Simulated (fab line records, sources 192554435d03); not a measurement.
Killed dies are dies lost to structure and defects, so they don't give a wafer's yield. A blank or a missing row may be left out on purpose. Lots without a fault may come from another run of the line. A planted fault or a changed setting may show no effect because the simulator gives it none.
Chamber matching | flow n5_finfet | N5_BEOL_M1_ALD_98 on ald_sin-02: 4 sister chambers
The step deposits SiO2, target thk 2.5 nm, pulse time 1 s, co reactant pulse time 1 s. 4 wafers are shown with their chamber, then 9 later ones without.

WAFERS WITH THEIR CHAMBER
wafer  | chamber | heater_power_w (W)
L079.3 | 2       | 82
L081.2 | 0       | 78
L086.3 | 3       | 82
L086.6 | 1       | 78

WAFERS WITHOUT THEIR CHAMBER
wafer  | heater_power_w (W)
L087.2 | 81
L087.3 | 77
L087.5 | 78
L090.2 | 79
L090.3 | 78
L090.5 | 77
L095.2 | 78
L095.4 | 80
L095.6 | 84

WHICH CHAMBER EACH WENT THROUGH
wafer  | from the rows above               | in truth
L087.2 | can't be placed: 2 or 3 or 0 or 1 | 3
L087.3 | can't be placed: 0 or 1           | 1
L087.5 | can't be placed: 0 or 1           | 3
L090.2 | can't be placed: 0 or 1 or 2 or 3 | 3
L090.3 | can't be placed: 0 or 1           | 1
L090.5 | can't be placed: 0 or 1           | 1
L095.2 | can't be placed: 0 or 1           | 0
L095.4 | can't be placed: 0 or 1 or 2 or 3 | 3
L095.6 | can't be placed: 2 or 3           | 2
Placed correctly: 0 of 9. Can't be placed from these rows: 9 (the true chamber is among the candidates in 8). Placed wrongly: 0.
How it was worked out, from the rows above alone: a wafer's distance from a chamber is the root of the sum, over the readings, of the square of ((its reading less the chamber's mean) divided by the reading's scatter). The wafer belongs to the nearest chamber; if the next one is less than 2 further off, it can't be placed. A chamber's mean is the mean of its shown wafers. The scatter: with one shown wafer a chamber, the root of the mean of the squares of how far each hidden wafer lies from its nearest shown one.
